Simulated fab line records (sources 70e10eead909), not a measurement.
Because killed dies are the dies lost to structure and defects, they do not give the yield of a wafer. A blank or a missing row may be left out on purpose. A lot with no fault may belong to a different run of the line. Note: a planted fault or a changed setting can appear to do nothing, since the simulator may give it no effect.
fab line records ; flow nand_harc
record: lots: 13; wafers: 39; last_day: 34
route steps=1302 shown A_START@389 A_ONON_D1@428
lots with no fault: from the same line, run without faults
start_h: hours from the record's opening day to when the first of the lot's shown wafers began ; wait_h: time in hours since the lot's previous step ; " unchanged from the row above ; L1.1+2: several wafers, shown together as one row ; - value missing, or start not given ; * or withheld: withheld ; < > ~ a bound
route shown NAME@n: NAME is a module with steps in the file, n the number in the route of the first one ; usual: mean/standard deviation of fault-free wafers ; same: alike in all rows ; chamber/n: place in a boat ; sites: per-site readings ; _std_site: standard deviation of those values ; _edge_site: mean of outer sites minus mean of inner sites ; radius_mm: how far each site lies from the wafer's centre ; mask NAME#n: copy n ; behind: the last tool/chamber to shape the wafer ; hold: reason for holding the lot/hours on hold/outcome of the hold ; device: names the non-switching transistor (n, p or np) ; end of line: the route-end tests of the same wafers ; a step with no rows: only its recipe ; killed: count of dies lost to structure and defects at first sort (not the wafer's yield) ; map: a wafer's dies, marking killed ones x, the rest . and places with no die _
set.NAME: the setting as run; set.NAME@STEP: as run at that earlier step ; model.NAME: the simulator's own value behind a step, which no gauge read
the route's steps for a sample of lots (tables are steps, rows are wafers)
services: the hour from which a tool's chamber was out of use, counted from the record's first day as start_h (under 0 if before that day), plus the number of hours and why
== steps ==
step: NHARC_A_START_INSPECT_01
usual: raw_defect_count: 3.2/1.8
lot.wafer;tool;chamber;start_h;wait_h;raw_defect_count
L690.3;defect_inspect-02;-;155.14;-;4
L690.4;defect_inspect-02;-;155.14;-;2
L690.6;defect_inspect-02;-;155.14;-;1
L692.2;defect_inspect-02;-;170.80;-;3
L692.3;defect_inspect-02;-;170.80;-;7
L692.4;defect_inspect-02;-;170.80;-;4
L693.1;defect_inspect-02;-;174.70;-;4
L693.3;defect_inspect-02;-;174.70;-;3
L693.6;defect_inspect-02;-;174.70;-;2
L694.4;defect_inspect-02;-;191.59;-;2
L694.5;defect_inspect-02;-;191.59;-;0
L694.6;defect_inspect-02;-;191.59;-;3
L695.1;defect_inspect-02;-;201.46;-;3
L695.2;defect_inspect-02;-;201.46;-;5
L695.5;defect_inspect-02;-;201.46;-;4
L696.1;defect_inspect-02;-;214.15;-;3
L696.4;defect_inspect-02;-;214.15;-;4
L696.5;defect_inspect-02;-;214.15;-;2
L697.3;defect_inspect-02;-;220.29;-;3
L697.5;defect_inspect-02;-;220.29;-;0
L697.6;defect_inspect-02;-;220.29;-;2
L701.1;defect_inspect-02;-;262.26;-;5
L701.2;defect_inspect-02;-;262.26;-;5
L701.6;defect_inspect-02;-;262.26;-;3
L702.1;defect_inspect-01;-;265.36;-;3
L702.5;defect_inspect-01;-;265.36;-;2
L702.6;defect_inspect-01;-;265.36;-;6
L704.3;defect_inspect-02;-;284.72;-;7
L704.4;defect_inspect-02;-;284.72;-;1
L704.5;defect_inspect-02;-;284.72;-;5
L707.1;defect_inspect-01;-;315.35;-;2
L707.3;defect_inspect-01;-;315.35;-;5
L707.4;defect_inspect-01;-;315.35;-;2
L711.3;defect_inspect-01;-;355.05;-;6
L711.4;defect_inspect-01;-;355.05;-;1
L711.6;defect_inspect-01;-;355.05;-;3
L712.2;defect_inspect-02;-;366.32;-;1
L712.3;defect_inspect-02;-;366.32;-;4
L712.4;defect_inspect-02;-;366.32;-;6
step: NHARC_A_ONON_D1_DEP_06
recipe: target_thk_a: 10000; n2_flow_sccm: 2750; n2o_flow_sccm: 2000; nh3_flow_sccm: 500; sih4_flow_sccm: 210; temp_c: 400
lot.wafer;tool;chamber;start_h;wait_h
L690.3+4+6;pecvd_onon-04;0;177.76;0.2
L692.2+3+4;pecvd_onon-04;0;193.92;0.1
L693.1+3+6;pecvd_onon-01;0;198.94;0.1
L694.4+5+6;pecvd_onon-03;0;216.58;0.2
L695.1+2+5;pecvd_onon-01;0;226.01;0.1
L696.1+4+5;pecvd_onon-04;0;238.85;0.1
L697.3+5+6;pecvd_onon-03;0;243.80;0.2
L701.1+2+6;pecvd_onon-03;0;286.97;0.1
L702.1+5+6;pecvd_onon-01;0;287.00;0.1
L704.3+4+5;pecvd_onon-04;0;307.59;0.2
L707.1+3+4;pecvd_onon-01;0;339.92;0.1
L711.3+4+6;pecvd_onon-03;0;379.81;0.2
L712.2+3+4;pecvd_onon-04;0;392.03;0.1
step: NHARC_A_ONON_D1_THK_MEAS_08
recipe: thk_meas_gauge: ellipsometry
usual: thk_nm: 1001/10
lot.wafer;tool;chamber;start_h;wait_h;thk_nm
L690.3;film_metro-02;-;178.16;-;1005
L690.4;film_metro-02;-;178.16;-;1004
L690.6;film_metro-02;-;178.16;-;1005
L692.2;film_metro-01;-;194.37;-;1003
L692.3;film_metro-01;-;194.37;-;1002
L692.4;film_metro-01;-;194.37;-;1003
L693.1;film_metro-01;-;199.45;-;1009
L693.3;film_metro-01;-;199.45;-;1012
L693.6;film_metro-01;-;199.45;-;1009
L694.4;film_metro-02;-;216.92;-;996
L694.5;film_metro-02;-;216.92;-;997
L694.6;film_metro-02;-;216.92;-;997
L695.1;film_metro-01;-;226.51;-;989
L695.2;film_metro-01;-;226.51;-;989
L695.5;film_metro-01;-;226.51;-;991
L696.1;film_metro-02;-;239.36;-;1009
L696.4;film_metro-02;-;239.36;-;1010
L696.5;film_metro-02;-;239.36;-;1010
L697.3;film_metro-02;-;244.20;-;996
L697.5;film_metro-02;-;244.20;-;995
L697.6;film_metro-02;-;244.20;-;994
L701.1;film_metro-01;-;287.48;-;984
L701.2;film_metro-01;-;287.48;-;984
L701.6;film_metro-01;-;287.48;-;984
L702.1;film_metro-02;-;287.51;-;988
L702.5;film_metro-02;-;287.51;-;987
L702.6;film_metro-02;-;287.51;-;988
L704.3;film_metro-02;-;307.98;-;895
L704.4;film_metro-02;-;307.98;-;999
L704.5;film_metro-02;-;307.98;-;999
L707.1;film_metro-02;-;340.43;-;1013
L707.3;film_metro-02;-;340.43;-;1011
L707.4;film_metro-02;-;340.43;-;1013
L711.3;film_metro-01;-;380.21;-;1023
L711.4;film_metro-01;-;380.21;-;1023
L711.6;film_metro-01;-;380.21;-;1024
L712.2;film_metro-02;-;392.48;-;988
L712.3;film_metro-02;-;392.48;-;989
L712.4;film_metro-02;-;392.48;-;990
step: NHARC_A_ONON_D1_THK_MEAS_14
recipe: thk_meas_gauge: ellipsometry
usual: thk_nm: 999/9.1
lot.wafer;tool;chamber;start_h;wait_h;thk_nm
L690.3;film_metro-01;-;179.29;-;1000
L690.4;film_metro-01;-;179.29;-;999
L690.6;film_metro-01;-;179.29;-;1000
L692.2;film_metro-01;-;195.50;-;1007
L692.3;film_metro-01;-;195.50;-;1009
L692.4;film_metro-01;-;195.50;-;1008
L693.1;film_metro-02;-;200.59;-;1001
L693.3;film_metro-02;-;200.59;-;1002
L693.6;film_metro-02;-;200.59;-;1002
L694.4;film_metro-02;-;218.06;-;987
L694.5;film_metro-02;-;218.06;-;987
L694.6;film_metro-02;-;218.06;-;988
L695.1;film_metro-01;-;227.67;-;1006
L695.2;film_metro-01;-;227.67;-;1005
L695.5;film_metro-01;-;227.67;-;1005
L696.1;film_metro-01;-;240.49;-;1004
L696.4;film_metro-01;-;240.49;-;1004
L696.5;film_metro-01;-;240.49;-;1005
L697.3;film_metro-01;-;245.33;-;993
L697.5;film_metro-01;-;245.33;-;992
L697.6;film_metro-01;-;245.33;-;993
L701.1;film_metro-01;-;288.62;-;1006
L701.2;film_metro-01;-;288.62;-;1005
L701.6;film_metro-01;-;288.62;-;1006
L702.1;film_metro-02;-;288.67;-;1006
L702.5;film_metro-02;-;288.67;-;1005
L702.6;film_metro-02;-;288.67;-;1008
L704.3;film_metro-02;-;309.11;-;1001
L704.4;film_metro-02;-;309.11;-;1000
L704.5;film_metro-02;-;309.11;-;1000
L707.1;film_metro-01;-;341.57;-;998
L707.3;film_metro-01;-;341.57;-;996
L707.4;film_metro-01;-;341.57;-;996
L711.3;film_metro-01;-;381.34;-;992
L711.4;film_metro-01;-;381.34;-;988
L711.6;film_metro-01;-;381.34;-;992
L712.2;film_metro-01;-;393.62;-;998
L712.3;film_metro-01;-;393.62;-;998
L712.4;film_metro-01;-;393.62;-;997
step: NHARC_A_ONON_D1_DEP_33
recipe: target_thk_a: 2000; temp_c: 400; pressure_torr: 6.5; rf_w: 900; teos_flow_sccm: 161.4; flow_sccm: 2650; target_thk_nm: 200; gas: O2; material: SiO2
usual: heater_power_w: 534/78; rf_fwd_power_W: 897.5/2.8; throttle_valve_pct: 15.8/0.55
lot.wafer;tool;chamber;start_h;wait_h;heater_power_w;rf_fwd_power_W;throttle_valve_pct
L690.3;pecvd-01;1;190.78;0.2;486;894.3;16.3
L690.6;pecvd-01;0;190.78;0.2;488;897.2;15.7
L690.4;pecvd-01;1;190.78;0.2;487;891.7;16.0
L692.3;pecvd-04;2;205.86;0.1;449;898.9;14.9
L692.2;pecvd-04;1;205.86;0.1;673;894.8;15.7
L692.4;pecvd-04;1;205.86;0.1;679;895.5;15.8
L693.3;pecvd-04;2;210.63;0.1;531;894.2;15.1
L693.1;pecvd-04;1;210.63;0.1;687;895.9;15.8
L693.6;pecvd-04;1;210.63;0.1;716;895.4;15.7
L694.5;pecvd-01;1;232.35;0.2;599;899.3;16.2
L694.6;pecvd-01;2;232.35;0.2;622;897.9;16.1
L694.4;pecvd-01;0;232.35;0.2;497;897.4;15.9
L695.1;pecvd-04;1;241.45;0.1;721;901.4;15.7
L695.2;pecvd-04;2;241.45;0.1;508;893.5;14.9
L695.5;pecvd-04;1;241.45;0.1;535;902.3;15.9
L696.1;pecvd-03;2;250.36;0.1;509;902.7;15.9
L696.5;pecvd-03;2;250.36;0.1;527;901.4;15.9
L696.4;pecvd-03;0;250.36;0.1;464;893.5;17.0
L697.3;pecvd-04;0;255.64;0.1;523;895.0;15.6
L697.5;pecvd-04;0;255.64;0.1;525;897.6;15.2
L697.6;pecvd-04;2;255.64;0.1;509;893.5;15.4
L701.2;pecvd-04;0;299.03;0.1;478;894.8;14.8
L701.1;pecvd-04;2;299.03;0.1;538;899.1;15.2
L701.6;pecvd-04;0;299.03;0.1;492;893.9;14.9
L702.1;pecvd-01;2;299.10;0.1;553;897.8;16.3
L702.6;pecvd-01;1;299.10;0.1;556;900.9;16.2
L702.5;pecvd-01;0;299.10;0.1;509;900.2;15.8
L704.3;pecvd-03;2;320.26;0.1;661;900.0;16.5
L704.4;pecvd-03;1;320.26;0.1;440;898.5;15.9
L704.5;pecvd-03;0;320.26;0.1;596;898.0;17.1
L707.3;pecvd-01;1;351.74;0.1;546;902.9;15.8
L707.1;pecvd-01;2;351.74;0.1;575;899.3;15.9
L707.4;pecvd-01;2;351.74;0.1;576;897.1;15.8
L711.3;pecvd-01;1;391.57;0.1;557;901.2;15.9
L711.4;pecvd-01;0;391.57;0.1;461;894.2;16.0
L711.6;pecvd-01;1;391.57;0.1;562;897.6;15.9
L712.2;pecvd-04;0;403.69;0.1;517;896.5;15.0
L712.3;pecvd-04;1;403.69;0.1;701;898.9;16.2
L712.4;pecvd-04;1;403.69;0.1;710;900.5;16.0
== services ==
tool;chamber;start_h;hours;kind
pecvd-03;-;185.00;13.0;pm
pecvd_onon-03;-;227.48;13.0;pm
pecvd-01;-;249.15;0.8;repair
pecvd-04;-;257.48;0.5;repair
pecvd-04;2;258.07;5.4;repair
pecvd_onon-01;-;269.16;13.0;pm
pecvd-04;-;269.26;13.0;pm
pecvd-04;0;269.26;13.0;vent_cycle
pecvd-04;1;269.26;13.0;vent_cycle
pecvd-04;2;269.26;13.0;vent_cycle
pecvd-04;0;282.26;-;clean
pecvd-04;1;282.26;-;clean
pecvd-04;2;282.26;-;clean
pecvd-04;-;297.73;1.1;repair
pecvd-03;-;306.01;1.7;repair
pecvd-01;-;311.00;13.0;pm
pecvd-01;0;311.00;13.0;vent_cycle
pecvd-01;1;311.00;13.0;vent_cycle
pecvd_onon-04;-;311.00;13.0;pm
pecvd-03;-;366.00;13.0;pm
pecvd-04;-;369.09;0.9;repair
pecvd-01;-;369.67;0.7;repair
pecvd-03;1;394.53;6.1;repair
pecvd-01;-;397.27;0.7;repair
== key ==
first_sign: step: NHARC_A_ONON_D1_THK_MEAS_08; reading: thk_nm; direction: down; sigmas: 10; usual: 1001; struck: 895
effect none on later readings
met_at NHARC_A_ONON_D1_DEP_06
struck_lots L704
struck_wafers L704.3
sort_left_out L704.3
tester_left_out L704
not_acting_at NHARC_A_START_INSPECT_01,NHARC_A_ONON_D1_THK_MEAS_14,NHARC_A_ONON_D1_DEP_33
onset_between 238.85 307.59
fault: kind: process_parameter_drift; tool: pecvd_onon-04; chamber: -; onset_h: 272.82; steps: NHARC_A_ONON_D1_DEP_06; channel: target_thk_a; offset: *; shape: step; end_h: 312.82; scope: struck_wafers_only; acts_in: *; stated: *
tester_left_out: of these lots the tester's yield and bins aren't shown, on N5 and GAA mostly nor the transistor test; their killed dies are dies lost to structure and defects alone, not to doping, threshold or leakage, so they don't give the yield
sort_left_out: the simulated sort isn't trusted on such a fault, so these wafers' sort isn't shown, and their yield isn't known
